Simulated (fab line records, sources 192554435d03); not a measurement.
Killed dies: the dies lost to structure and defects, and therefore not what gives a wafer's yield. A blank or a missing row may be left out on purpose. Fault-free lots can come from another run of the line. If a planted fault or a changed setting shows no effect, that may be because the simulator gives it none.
Comparing a struck lot with a sound one :: flow n5Finfet :: 44 out of 1938 route steps
Sound: the wafers L343.1, L343.2, L343.4. Struck: wafer L356.2 (left out: L356.6, a lot-mate that was not struck); the cause follows at the end.
Each step with rows lists, per side, the tool, then ch with its chambers, then its first start. Under that, the readings that differ: sound wafers :: struck wafers :: difference of the means :: sigmas: that difference in standard deviations of wafers without a fault.
alike: readings whose means differ by less than 2 such deviations, and words and numbers that are the same on both sides. not compared: withheld readings, readings that some wafer has no value for, bounds like >300 that may hide the same value, and numbers for which the record gives no deviation and whose values overlap.
Wherever a step has rows on one side only, a row that says differs or no value, or a row with sigmas, the two part there. Numbers that don't overlap but have no deviation are shown without sigmas and don't part them. Lack of a reading on every wafer of one side parts them only where that side has two or more wafers.

first, 3 steps without rows for these wafers: N5_BEOL_M0_ANNEAL_135 (time 60 s); N5_BEOL_M0_SPUTTER_141 (material Cu, target thk 4 nm, time 7.37 s); N5_BEOL_M0_ECD_118 (material Cu, target thk 300 nm).
N5_BEOL_M0_ANNEAL_119: time 90 s.
  sound on rtpAnneal-02 ch 0, day 5 23:50; struck on rtpAnneal-01 ch 0, day 9 07:26
reading: wafer_temp_C_max
sound: 225.2 225.4 225.5
struck: 226.5
difference: +1.1
sigmas: +2
then, 1 step without rows for these wafers: N5_BEOL_M0_CMP_120 (polishes, stops on SiOC, t overpolish 6.9 s).
N5_BEOL_M0_PRE_CLEAN_131: time 15 s.
  sound on cvdCo-02 ch 0,2, day 6 00:28; struck on cvdCo-01 ch 1, day 9 08:01
reading: rfFwdPowerW (W)
sound: 294.4 295.3 294.9
struck: 300.6
difference: +5.7
sigmas: +4
  alike: heaterPowerW
then, 2 steps without rows for these wafers: N5_BEOL_M0_CO_CAP_123 (material Co, precursor CCTBA/H2, target thk 2 nm, time 102.1 s); N5_BEOL_M0_PRE_CLEAN_124 (time 15 s).
N5_BEOL_M0_DEP_125: deposits SiCN from 3MS/NH3, target thk 8 nm, time 14 s.
  sound on pecvd-04 ch 0,2, day 6 00:41; struck on pecvd-03 ch 1, day 9 08:10
  alike: rfFwdPowerW, showerheadPlenumPTorr, throttleValvePct
N5_BEOL_M0_RS_MEAS_126: measurement is done with a four-point probe.
  sound: filmMetro-02 at day 6 00:45; struck: filmMetro-02 at day 9 08:14
  alike: M0_RS
N5_BEOL_M0_INSPECT_127: inspects for defects (darkfield).
  sound: defectInspect-02 at day 6 00:46; struck: defectInspect-01 at day 9 08:16
  alike: rawDefectCount
N5_BEOL_M1_ILD_DEP_00: deposits SiOC from DEMS/O2, target thk 79 nm, time 15.3 s.
  sound on pecvd-03 ch 0,1,2, day 6 00:49; struck on pecvd-04 ch 2, day 9 08:18
reading: model.SiOC_of_BEOL_M1_ILD_DEP_00.thkNm (nm)
sound: 77.4 78 77.8
struck: 80.6
difference: +2.9
sigmas: 
  alike: heaterPowerW, rfFwdPowerW, showerheadPlenumPTorr, throttleValvePct
N5_BEOL_M1_THK_MEAS_01:
  sound: filmMetro-02 at day 6 00:53; struck: filmMetro-01 at day 9 08:22
reading: M1_ILD_THK (nm)
sound: 77.5 77.9 77.8
struck: 80.5
difference: +2.8
sigmas: +3
then, 11 steps without rows for these wafers: N5_BEOL_M1_PECVD_72 (deposits SiO2 from TEOS/O2, target thk 16 nm, time 18 s); N5_BEOL_M1_HM_DEP_02 (deposits TiN, target thk 20 nm); N5_BEOL_M1_COAT_61 (time 60 s, resist thk 60 nm); N5_BEOL_M1_COAT_62 (time 60 s, resist thk 12 nm); N5_BEOL_M1_COAT_73 (time 60 s, resist thk 5 nm); N5_BEOL_M1_COAT_05 (resist thk 30 nm); N5_BEOL_M1_EBR_07; N5_BEOL_M1_SOFTBAKE_06 (time 60 s); N5_BEOL_M1_EXPOSE_08 (exposes mask M1); N5_BEOL_M1_PEB_09 (peb time 60 s); N5_BEOL_M1_DEVELOP_10 (develop time 30 s).
N5_BEOL_M1_CD_MEAS_11: the cd target is 17.05 nm.
  sound on cdSem-03 ch 0, day 6 01:40; struck on cdSem-03 ch 0, day 9 09:49
  alike: cdNm
N5_BEOL_M1_OVL_MEAS_12:
  sound on overlay-01 ch 0, day 6 01:42; struck on overlay-01 ch 0, day 9 09:51
  alike: M1_OVL
N5_BEOL_M1_INSPECT_13: inspects for defects (brightfield).
  sound: defectInspect-01 at day 6 01:46; struck: defectInspect-02 at day 9 09:54
  alike: rawDefectCount
N5_BEOL_M1_DESCUM_16: chemistry O2, time 7 s.
  sound on rieDiel-01 ch 0,2,3, day 6 02:50; struck on rieDiel-04 ch 3, day 9 09:57
  alike: drypumpMotorCurrentA, oesProductAu, rfFwdPowerW, rfVppV, showerheadPlenumPTorr, throttleValvePct
  not compared: rfHoursCounterH
then, 2 steps without rows for these wafers: N5_BEOL_M1_ETCH_74 (etches underlayer in N2/H2, target depth 6.5 nm, time 5.2 s); N5_BEOL_M1_ETCH_63 (etches SiARC in CF4, target depth 15.6 nm, time 26 s).
N5_BEOL_M1_ETCH_64: etches SOC in N2/H2, target depth 75 nm, overetch 15 nm, time 112.5 s.
  sound on rieDiel-01 ch 0,2,3, day 6 02:55; struck on rieDiel-04 ch 3, day 9 10:02
  alike: drypumpMotorCurrentA, n2FlowSccm, oesProductAu, rfFwdPowerW, rfVppV, showerheadPlenumPTorr, throttleValvePct
  not compared: rfHoursCounterH
then, 5 steps without rows for these wafers: N5_BEOL_M1_STRIP_65 (strips in N2/H2); N5_BEOL_M1_STRIP_75 (strips in N2/H2); N5_BEOL_M1_STRIP_66 (strips in CF4); N5_BEOL_M1_HM_OPEN_17 (chemistry Cl2/BCl3, target TiN, target depth 20 nm, overetch 6 nm); N5_BEOL_M1_STRIP_19 (strips in O2).
N5_BEOL_M1_CD_MEAS_18: pitch 36 nm, target cd 18 nm.
  sound: cdSem-03 at day 6 03:28; struck: cdSem-02 at day 9 10:30
  alike: cdNm
then, 4 steps without rows for these wafers: N5_BEOL_M1_COAT_67 (time 60 s, resist thk 60 nm); N5_BEOL_M1_COAT_68 (time 60 s, resist thk 12 nm); N5_BEOL_M1_COAT_76 (time 60 s, resist thk 5 nm); N5_BEOL_M1_COAT_22 (resist thk 30 nm).
N5_BEOL_M1_CMP_52: polishes, stops on SiOC, t overpolish 6.8 s, target thk 40 nm.
  sound on cmp-02 ch 0,1,2, day 6 15:32; struck on cmp-03 ch 0, day 9 21:05
reading: model.SiOC_of_BEOL_M1_ILD_DEP_00.thkNm (nm)
sound: 76.4 77 76.8
struck: 79.6
difference: +2.9
sigmas: 

reading: model.Cu_of_BEOL_M1_ECD_50.thkNm (nm)
sound: 38 38.6 37
struck: 41.8
difference: +3.9
sigmas: 
  alike: barrierFieldEndpointS, clearingPlatenDownForcePsi, clearingPlatenRpm, motorCurrentA, overpolishRunS, platenRpm, slurryFlowMlMin, timeToEndpointS
N5_BEOL_M4_RC_MEAS_101:
  sound on prober-02 ch 0, day 7 21:18; struck on prober-01 ch 0, day 11 06:45
reading: ION_P (uA/um)
sound: 454 450 445
struck: 465
difference: +15
sigmas: +2
  alike: DIBL_N, DIBL_P, IOFF_N, IOFF_P, ION_N, SS_N, SS_P, VT_N, VT_P
-- a jump in the record: the struck wafers' starts before and after are 4 days apart (it breaks off in module BEOL_M4 and resumes in module PASSIVATION, where the first step shown is number 1936 of the route) --
N5_PASSIVATION_PROBE_49:
  only the struck wafers here have rows in the record (prober-02, day 15 08:00); the sound ones have none

## WHERE THEY PART
Earliest at N5_BEOL_M0_ANNEAL_119; latest, in this record, at N5_PASSIVATION_PROBE_49.

WHY: the cause the simulator had injected
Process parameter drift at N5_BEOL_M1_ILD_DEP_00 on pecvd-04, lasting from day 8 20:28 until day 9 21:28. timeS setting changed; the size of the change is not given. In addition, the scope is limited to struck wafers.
